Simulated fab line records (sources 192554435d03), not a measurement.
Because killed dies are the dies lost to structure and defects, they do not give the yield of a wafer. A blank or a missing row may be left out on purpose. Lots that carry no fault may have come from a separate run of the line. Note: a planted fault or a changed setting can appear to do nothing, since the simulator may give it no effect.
fab line records	flow n5_finfet
record lots=6	wafers=18	last_day=17
route steps=1938 shown BEOL_M4@1049 PASSIVATION@1936
lots that met no fault: from a run of the same line without faults
start_h: start of the lot's first displayed wafer, in hours after the record's first day	wait_h: hours elapsed since this lot's preceding step	" the same as in the row above	L1.1+2: one row covering several wafers at once	- no value, or no start was given	* or withheld: withheld	< > ~ a bound
route shown NAME@n: names a module that has steps shown in the file, with the first one's number in the route	usual: mean/standard deviation of fault-free wafers	same: alike in all rows	chamber/n: place in a boat	sites: readings site by site	_std_site: standard deviation across them	_edge_site: mean of outer sites minus mean of inner sites	radius_mm: how far each site lies from the wafer's centre	mask NAME#n: copy n	behind: the tool/chamber that last shaped the wafer	hold: reason for holding the lot/hours on hold/outcome of the hold	device: the n, p or np transistor that did not switch	end of line: the same wafers' tests at the end of the route	a step without rows: its recipe alone	killed: not the wafer's yield, but the dies lost to structure and defects at the first sort	map: per-die view of a wafer (x killed, . not killed, _ where there is no die)
set.NAME: the setting the step ran with; set.NAME@STEP: the setting that earlier step ran with	model.NAME: the simulator's own value behind a step, which no gauge read
certain route steps with their lots: each step a table, each wafer a row
services: a tool's chamber out of use, with start hour (start_h, from the record's first day; less than 0 if before it), hours out, and reason
## steps
# step N5_BEOL_M4_COAT_76
# recipe resist=underlayer	temp_c=205	time_s=60	spin_rpm=1500	resist_thk_nm=5
# step N5_BEOL_M4_COAT_22
# recipe resist=CAR-EUV	spin_rpm=1500	resist_thk_nm=30
# step N5_BEOL_M4_EBR_24
# recipe solvent=PGMEA	ebr_width_mm=1.5
# step N5_BEOL_M4_SOFTBAKE_23
# recipe temp_c=110	time_s=60	resist=CAR-EUV
# step N5_BEOL_M4_EXPOSE_25
# recipe mask_id=V3	na=0.33	source_shape=quasar	sigma_inner=0.2	sigma_outer=0.8	polarization=unpolarized	defocus_nm=5	dose_mj=63
# step N5_BEOL_M4_PEB_26
# recipe peb_temp_c=100	peb_time_s=60	resist=CAR-EUV
# step N5_BEOL_M4_DEVELOP_27
# recipe develop_time_s=30	developer=TMAH	resist=CAR-EUV	rinse_liquid=surfactant_rinse	dry=air_spin	dev_temp_c=23
# step N5_BEOL_M4_CD_MEAS_28
# recipe target_cd_nm=26.2	landing_energy_ev=500	detector=se_inlens	target_cd_y_nm=24.1	polarity=opening
# usual cd_nm=26.19/0.24
lot.wafer	tool	chamber	start_h	wait_h	cd_nm
L917.2	cd_sem-01	0	156.31	-	26.38
L917.4	"	0	"	"	26.02
L917.5	"	0	"	"	26.31
L924.2	cd_sem-03	0	204.84	-	26.14
L924.3	"	0	"	"	26.35
L924.6	"	0	"	"	26.27
L926.2	cd_sem-02	0	219.29	-	26.24
L926.3	"	0	"	"	26.26
L926.4	"	0	"	"	26.07
L933.2	cd_sem-02	0	265.05	-	25.87
L933.4	"	0	"	"	26.21
L933.6	"	0	"	"	26.13
L935.1	cd_sem-01	0	274.64	-	26.37
L935.2	"	0	"	"	26.57
L935.5	"	0	"	"	26.38
L937.2	cd_sem-01	0	294.18	-	25.97
L937.3	"	0	"	"	26.47
L937.4	"	0	"	"	26.42
# step N5_BEOL_M4_OVL_MEAS_29
# recipe points_per_wafer=522
# usual V3_OVL=-0.5/0.69
lot.wafer	tool	chamber	start_h	wait_h	V3_OVL[nm]
L917.2	overlay-02	0	156.34	0.0	0.2
L917.4	"	0	"	"	0.5
L917.5	"	0	"	"	-0.1
L924.2	overlay-02	0	204.87	0.0	-0.6
L924.3	"	0	"	"	-0.6
L924.6	"	0	"	"	0.0
L926.2	overlay-02	0	219.33	0.0	-0.8
L926.3	"	0	"	"	0.0
L926.4	"	0	"	"	-0.9
L933.2	overlay-02	0	265.08	0.0	-0.6
L933.4	"	0	"	"	-0.2
L933.6	"	0	"	"	-0.1
L935.1	overlay-02	0	274.67	0.0	-0.3
L935.2	"	0	"	"	0.0
L935.5	"	0	"	"	-1.0
L937.2	overlay-02	0	294.22	0.0	0.0
L937.3	"	0	"	"	0.8
L937.4	"	0	"	"	-0.5
# step N5_BEOL_M4_INSPECT_30
# recipe mode=adi	inspect_instrument=brightfield
# usual raw_defect_count=444/130
lot.wafer	tool	chamber	start_h	wait_h	raw_defect_count
L917.2	defect_inspect-02	-	156.40	0.0	394
L917.4	"	-	"	"	505
L917.5	"	-	"	"	656
L924.2	defect_inspect-01	-	204.93	0.0	322
L924.3	"	-	"	"	345
L924.6	"	-	"	"	381
L926.2	defect_inspect-01	-	219.38	0.0	366
L926.3	"	-	"	"	385
L926.4	"	-	"	"	487
L933.2	defect_inspect-02	-	265.14	0.0	580
L933.4	"	-	"	"	384
L933.6	"	-	"	"	704
L935.1	defect_inspect-01	-	274.73	0.1	743
L935.2	"	-	"	"	970
L935.5	"	-	"	"	579
L937.2	defect_inspect-01	-	294.27	0.0	415
L937.3	"	-	"	"	344
L937.4	"	-	"	"	607
# step N5_BEOL_M4_DESCUM_33
# recipe chemistry=O2	time_s=7	source_power_w=50	bias_power_w=20	pressure_mtorr=20	rf_frequency_hz=2.712e+07	temp_c=40	resist=CAR-EUV	o2_flow_sccm=225
# usual chamber_pressure_mTorr=19.999/0.019	drypump_motor_current_A=5.8/0.55	oes_product_au=0.82/0.096	rf_fwd_power_W=49.36/0.22	rf_vpp_V=244.0/1.3	showerhead_plenum_p_Torr=2.16/0.06	throttle_valve_pct=20.34/0.25
lot.wafer	tool	chamber	start_h	wait_h	chamber_pressure_mTorr	drypump_motor_current_A	oes_product_au	rf_fwd_power_W	rf_hours_counter_h	rf_vpp_V	showerhead_plenum_p_Torr	throttle_valve_pct
L917.2	rie_diel-03	3	156.43	0.0	19.983	5.9	0.82	49.63	94	242.8	2.04	20.59
L917.4	"	0	"	"	19.966	5.2	0.91	49.69	22	244.1	2.12	20.08
L917.5	"	2	"	"	20.016	5.0	0.85	48.97	-	243.0	2.14	20.73
L924.2	rie_diel-06	3	204.96	0.0	19.984	5.4	0.92	49.64	12	244.8	2.25	20.43
L924.3	"	0	"	"	20.006	5.7	0.69	49.88	229	244.9	2.16	20.53
L924.6	"	1	"	"	19.979	6.6	0.71	49.70	-	244.3	2.18	20.58
L926.2	rie_diel-03	1	219.41	0.0	19.970	5.5	0.71	49.33	196	245.3	2.16	20.49
L926.3	"	0	"	"	19.996	5.2	0.88	49.44	44	243.7	2.11	20.12
L926.4	"	2	"	"	19.978	5.0	0.81	48.96	86	242.8	2.13	20.77
L933.2	rie_diel-06	3	265.20	0.1	20.000	5.4	0.91	49.55	25	246.9	2.25	20.45
L933.4	"	3	"	"	20.028	5.4	0.90	49.45	-	243.5	2.25	20.46
L933.6	"	1	"	"	20.016	6.6	0.69	49.53	-	244.4	2.17	20.60
L935.1	rie_diel-06	2	274.77	0.0	19.975	6.3	0.96	49.43	18	242.9	2.03	19.95
L935.2	"	3	"	"	20.016	5.4	0.89	49.39	29	246.3	2.24	20.47
L935.5	"	2	"	"	19.993	6.3	0.96	49.36	-	242.5	2.03	19.95
L937.2	rie_diel-06	3	294.31	0.0	19.983	5.3	0.88	49.60	34	244.7	2.24	20.45
L937.3	"	1	"	"	20.002	6.6	0.69	49.51	243	242.6	2.17	20.61
L937.4	"	1	"	"	19.986	6.6	0.70	49.48	-	243.2	2.17	20.61
# step N5_BEOL_M4_ETCH_77
# recipe chemistry=N2/H2	target=underlayer	target_depth_a=65	mask_material=CAR-EUV	time_s=5.2	ion_energy_ev=200	pressure_mtorr=30	source_w=840	bias_w=150	n2_flow_sccm=200	h2_flow_sccm=200	ends=cleared
# usual chamber_pressure_mTorr=30.00/0.041	drypump_motor_current_A=5.9/0.55	etch_rf_on_time_s=5.15/0.15	oes_product_au=0.70/0.082	rf_fwd_power_W=818.7/2.4	rf_vpp_V=525.9/2.2	showerhead_plenum_p_Torr=2.62/0.072	throttle_valve_pct=17.73/0.24
lot.wafer	tool	chamber	start_h	wait_h	chamber_pressure_mTorr	drypump_motor_current_A	etch_rf_on_time_s	oes_product_au	rf_fwd_power_W	rf_hours_counter_h	rf_vpp_V	showerhead_plenum_p_Torr	throttle_valve_pct
L917.2	rie_diel-03	3	156.46	0.0	30.01	5.9	5.00	0.71	815.6	94	521.1	2.44	17.64
L917.4	"	0	"	"	29.98	5.2	5.28	0.77	817.9	22	527.5	2.59	17.55
L917.5	"	2	"	"	30.02	5.0	4.90	0.73	823.4	-	524.9	2.59	18.18
L924.2	rie_diel-06	3	204.99	0.0	30.05	5.4	5.28	0.80	816.5	12	527.2	2.70	17.63
L924.3	"	0	"	"	30.10	5.7	5.15	0.59	821.3	229	527.7	2.61	17.92
L924.6	"	1	"	"	30.01	6.6	5.24	0.62	817.5	-	527.2	2.62	17.83
L926.2	rie_diel-03	1	219.45	0.0	30.01	5.4	4.94	0.61	819.2	196	526.8	2.62	17.93
L926.3	"	0	"	"	30.07	5.2	5.25	0.75	816.3	44	525.2	2.58	17.60
L926.4	"	2	"	"	29.97	5.0	5.03	0.69	818.8	86	525.5	2.58	18.25
L933.2	rie_diel-06	3	265.23	0.0	29.99	5.4	5.35	0.77	814.3	25	527.7	2.69	17.62
L933.4	"	3	"	"	29.98	5.4	5.30	0.75	817.9	-	528.1	2.69	17.63
L933.6	"	1	"	"	29.97	6.6	5.21	0.60	820.0	-	526.5	2.61	17.83
L935.1	rie_diel-06	2	274.80	0.0	30.03	6.3	5.07	0.81	819.3	18	521.3	2.50	17.69
L935.2	"	3	"	"	29.98	5.4	5.32	0.76	822.3	29	529.3	2.69	17.64
L935.5	"	2	"	"	30.07	6.3	5.07	0.82	820.0	-	522.1	2.50	17.65
L937.2	rie_diel-06	3	294.34	0.0	30.08	5.4	5.36	0.75	816.1	34	526.0	2.69	17.62
L937.3	"	1	"	"	30.03	6.6	5.13	0.59	812.0	243	525.0	2.60	17.84
L937.4	"	1	"	"	29.97	6.6	5.13	0.59	819.4	-	525.9	2.60	17.85
# step N5_BEOL_M4_ETCH_69
# recipe chemistry=CF4	target=SiARC	target_depth_a=156	mask_material=CAR-EUV	time_s=26	ion_energy_ev=80	pressure_mtorr=40	source_w=545	bias_w=36	Ar_flow_sccm=100	cf4_flow_sccm=100	ends=cleared
# usual chamber_pressure_mTorr=40.00/0.035	drypump_motor_current_A=5.8/0.55	etch_rf_on_time_s=25.8/0.64	mfc_ar_sccm=100.00/0.29	oes_product_au=0.70/0.082	rf_fwd_power_W=531.8/1.7	rf_vpp_V=184.6/1.1	showerhead_plenum_p_Torr=2.20/0.06	throttle_valve_pct=15.51/0.19
lot.wafer	tool	chamber	start_h	wait_h	chamber_pressure_mTorr	drypump_motor_current_A	etch_rf_on_time_s	mfc_ar_sccm	oes_product_au	rf_fwd_power_W	rf_hours_counter_h	rf_vpp_V	showerhead_plenum_p_Torr	throttle_valve_pct
L917.2	rie_diel-03	3	156.48	0.0	39.95	6.0	25.6	99.86	0.70	530.0	94	183.1	2.07	15.58
L917.4	"	0	"	"	39.97	5.2	26.6	100.12	0.77	528.8	22	184.0	2.17	15.26
L917.5	"	2	"	"	40.00	5.0	25.2	99.91	0.71	534.6	-	184.4	2.18	15.79
L924.2	rie_diel-06	3	205.01	0.0	39.99	5.4	26.5	99.85	0.79	529.5	12	185.0	2.27	15.38
L924.3	"	0	"	"	39.97	5.8	26.1	99.99	0.58	530.4	229	184.9	2.21	15.70
L924.6	"	1	"	"	40.04	6.6	26.2	100.09	0.61	532.3	-	185.1	2.20	15.66
L926.2	rie_diel-03	1	219.47	0.0	40.01	5.5	25.2	99.80	0.61	532.9	196	184.8	2.20	15.70
L926.3	"	0	"	"	40.00	5.2	26.4	99.96	0.74	534.0	44	184.3	2.16	15.30
L926.4	"	2	"	"	40.04	5.0	25.3	100.00	0.70	531.5	86	185.3	2.17	15.84
L933.2	rie_diel-06	3	265.25	0.0	40.01	5.4	26.3	100.09	0.76	531.6	25	184.3	2.27	15.42
L933.4	"	3	"	"	40.07	5.4	26.5	100.46	0.76	530.4	-	184.6	2.27	15.41
L933.6	"	1	"	"	40.06	6.6	26.1	99.71	0.60	531.5	-	185.5	2.19	15.69
L935.1	rie_diel-06	2	274.82	0.0	40.04	6.3	25.2	99.74	0.81	532.1	18	183.3	2.10	15.26
L935.2	"	3	"	"	40.01	5.4	44.5	100.23	0.59	536.0	29	185.9	2.27	15.42
L935.5	"	2	"	"	39.95	6.3	25.5	100.14	0.81	531.1	-	183.8	2.10	15.26
L937.2	rie_diel-06	3	294.36	0.0	39.94	5.4	44.4	100.05	0.58	537.2	34	185.0	2.26	15.45
L937.3	"	1	"	"	39.95	6.6	26.0	99.92	0.59	533.7	243	185.8	2.19	15.72
L937.4	"	1	"	"	39.98	6.6	43.5	100.29	0.46	539.4	-	183.7	2.19	15.69
# step N5_BEOL_M4_ALD_98
# recipe material=SiO2	target_thk_a=25	temp_c=100	ald_precursor_family=BDEAS	ald_co_reactant=O2-plasma	pulse_time_s=1	co_reactant_pulse_time_s=1	purge_time_s=2	co_reactant_purge_time_s=2	ald_cycles=17	pressure_torr=2
# usual heater_power_w=77/8.6	precursor_pulse_height_rel=1.001/0.02
# same purge_time_s=2
lot.wafer	tool	chamber	start_h	wait_h	heater_power_w	precursor_pulse_height_rel
L917.2	ald_sin-03	2	156.56	0.1	65	0.997
L917.4	"	2	"	"	65	1.046
L917.5	"	0	"	"	72	1.006
L924.2	ald_sin-02	1	205.29	0.2	71	1.024
L924.3	"	0	"	"	83	0.997
L924.6	"	3	"	"	67	1.004
L926.2	ald_sin-02	1	219.55	0.1	72	0.985
L926.3	"	3	"	"	69	1.025
L926.4	"	0	"	"	84	0.987
L933.2	ald_sin-03	2	265.38	0.1	66	1.041
L933.4	"	1	"	"	83	0.996
L933.6	"	3	"	"	77	1.009
L935.1	ald_sin-02	0	275.37	0.5	84	0.993
L935.2	"	1	"	"	73	1.003
L935.5	"	0	"	"	84	0.990
L937.2	ald_sin-02	0	294.71	0.3	84	1.022
L937.3	"	2	"	"	69	0.965
L937.4	"	1	"	"	72	1.054
# step N5_BEOL_M4_RC_MEAS_101
# usual DIBL_N=35.7/1.5	DIBL_P=35.7/2	IOFF_N=0.155/0.026	IOFF_P=0.20/0.031	ION_N=675/11	ION_P=462/7.1	SS_N=71.3/0.57	SS_P=73.1/0.56	VT_N=250/3	VT_P=-251/3
lot.wafer	tool	chamber	start_h	wait_h	DIBL_N[mV/V]	DIBL_P[mV/V]	IOFF_N[nA/um]	IOFF_P[nA/um]	ION_N[uA/um]	ION_P[uA/um]	SS_N[mV/dec]	SS_P[mV/dec]	VT_N[mV]	VT_P[mV]
L917.2	prober-02	0	176.03	0.2	33.2	32.0	0.120	0.15	678	471	70.4	72.1	253	-254
L917.4	"	0	"	"	35.7	35.7	0.157	0.21	682	466	71.2	73.1	248	-250
L917.5	"	0	"	"	37.4	36.9	0.186	0.23	676	468	71.4	73.7	246	-249
L924.2	prober-01	0	217.64	0.8	34.0	33.0	0.113	0.15	661	449	70.9	72.8	255	-257
L924.3	"	0	"	"	34.4	34.9	0.131	0.18	680	473	71.6	73.0	252	-256
L924.6	"	0	"	"	36.8	37.2	0.156	0.21	669	461	72.2	74.0	252	-251
L926.2	prober-01	0	224.79	0.2	35.0	34.1	0.126	0.16	673	459	70.8	72.6	252	-257
L926.3	"	0	"	"	36.4	34.8	0.162	0.18	666	448	71.4	73.7	251	-254
L926.4	"	0	"	"	36.8	35.1	0.168	0.18	688	460	71.4	72.8	249	-255
L933.2	prober-01	0	277.89	0.2	39.6	39.1	0.210	0.26	682	469	72.1	75.0	248	-248
L933.4	"	0	"	"	37.9	36.8	0.171	0.22	675	469	72.6	73.8	246	-250
L933.6	"	0	"	"	35.7	34.8	0.146	0.19	683	464	72.1	72.7	250	-252
L935.1	prober-02	0	292.94	0.0	33.0	34.1	0.122	0.14	677	453	70.5	72.4	253	-258
L935.2	"	0	"	"	34.8	35.4	0.139	0.15	673	452	71.1	72.5	253	-258
L935.5	"	0	"	"	33.7	34.6	0.132	0.15	679	456	71.4	73.2	251	-257
L937.2	prober-01	0	305.52	0.2	32.7	33.4	0.113	0.16	666	452	70.4	72.4	254	-254
L937.3	"	0	"	"	34.7	35.0	0.136	0.18	669	454	71.8	72.3	251	-252
L937.4	"	0	"	"	34.4	34.9	0.138	0.17	670	448	70.7	72.6	251	-254
# step N5_PASSIVATION_PROBE_49
# usual defect_limited_yield=91.4/1.5	killed_at_M0_to_M3=34/10	killed_at_M4_up=15/6	killed_at_contacts=12/6	killed_at_front_end=37/11	killed_at_other=3.3/2.8	killed_dies=101/18	killed_open=66/14	killed_short=33/7.8	sort_bin_5_function=5.0/0.97	sort_bin_6_memory=3.2/0.72	sort_n_pass=1079/18	sort_yield_pct=91.4/1.5
# same gross_dies=1180	killed_at_back_side=0	sort_bin_4_leakage[%]=0	sort_bin_8_speed[%]=0
lot.wafer	tool	chamber	start_h	wait_h	defect_limited_yield[%]	killed_at_M0_to_M3	killed_at_M4_up	killed_at_contacts	killed_at_front_end	killed_at_other	killed_dies	killed_open	killed_short	sort_bin_5_function[%]	sort_bin_6_memory[%]	sort_n_pass	sort_yield_pct[%]
L933.2	prober-01	-	385.71	0.1	94.2	28	6	7	25	2	68	45	22	4.0	1.8	1112	94.2
L933.4	prober-01	-	385.81	0.2	94.1	23	12	4	31	0	70	48	22	3.6	2.0	1110	94.1
L933.6	prober-01	-	385.91	0.3	94.0	15	12	9	35	0	71	47	24	3.5	2.4	1109	94.0
# killed by level:class
L933.2 BEOL_M0_SAQP:geometric_particle:short=8 BEOL_M0_SAQP:geometric_particle:open=8 MOL_CONTACT_COAG:geometric_particle:open=7 STI_FIN_REVEAL:geometric_particle:open=5 BEOL_M0:geometric_particle:open=5 DUMMY_GATE:geometric_particle:open=4 GATE_CUT:geometric_particle:short=3 BEOL_M5:geometric_particle:open=3
L933.4 STI_FIN_REVEAL:geometric_particle:open=8 BEOL_M0_SAQP:geometric_particle:open=6 FIN_SAQP:geometric_particle:short=5 BEOL_M1:geometric_particle:open=5 MOL_CONTACT_COAG:geometric_particle:open=4 BEOL_M0_SAQP:geometric_particle:short=4 BEOL_M2:geometric_particle:open=4 BEOL_M4:geometric_particle:open=4
L933.6 GATE_CUT:geometric_particle:open=9 MOL_CONTACT_COAG:geometric_particle:open=7 BEOL_M0_SAQP:geometric_particle:short=4 DUMMY_GATE:geometric_particle:open=4 BEOL_M0_SAQP:geometric_particle:open=4 BEOL_M4:geometric_particle:open=4 FIN_SAQP:geometric_particle:short=3 STI_FIN_REVEAL:geometric_particle:open=3
## services
tool	chamber	start_h	hours	kind
rie_diel-06	3	136.50	-	clean
rie_diel-06	3	136.50	-	consumable_replace:focus_ring
rie_diel-06	3	136.50	-	consumable_replace:showerhead
rie_diel-06	3	136.50	34.7	scheduled_down
rie_diel-06	3	136.50	34.7	vent_cycle
rie_diel-06	2	169.03	5.1	repair
ald_sin-03	-	176.75	14.0	pm
rie_diel-06	-	183.10	0.2	repair
rie_diel-03	3	184.82	4.3	repair
rie_diel-06	2	200.19	-	clean
rie_diel-06	2	200.19	-	consumable_replace:focus_ring
rie_diel-06	2	200.19	17.7	scheduled_down
rie_diel-06	2	200.19	17.7	vent_cycle
ald_sin-02	-	224.06	3.7	repair
rie_diel-06	-	233.19	15.6	pm
rie_diel-06	3	251.02	9.4	repair
rie_diel-03	3	259.60	4.2	repair
ald_sin-03	0	262.58	7.4	repair
rie_diel-06	0	263.94	4.2	repair
rie_diel-06	-	277.23	4.3	pm
rie_diel-06	0	284.94	-	clean
rie_diel-06	0	284.94	-	consumable_replace:focus_ring
rie_diel-06	0	284.94	15.1	scheduled_down
rie_diel-06	0	284.94	15.1	vent_cycle
## key
first_sign step=N5_BEOL_M4_ETCH_69	reading=etch_rf_on_time_s	direction=up	sigmas=29	usual=*	struck=*
effect step=N5_BEOL_M4_ETCH_69	reading=rf_fwd_power_W	direction=up	sigmas=3.4	usual=*	struck=*
met_at N5_BEOL_M4_ETCH_69
struck_wafers L935.2,L937.2,L937.4
onset_between 265.25 274.82
fault kind=process_parameter_drift	tool=rie_diel-06	chamber=-	onset_h=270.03	steps=N5_BEOL_M4_ETCH_69	channel=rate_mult	offset=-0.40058	shape=step	end_h=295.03	scope=struck_wafers_only
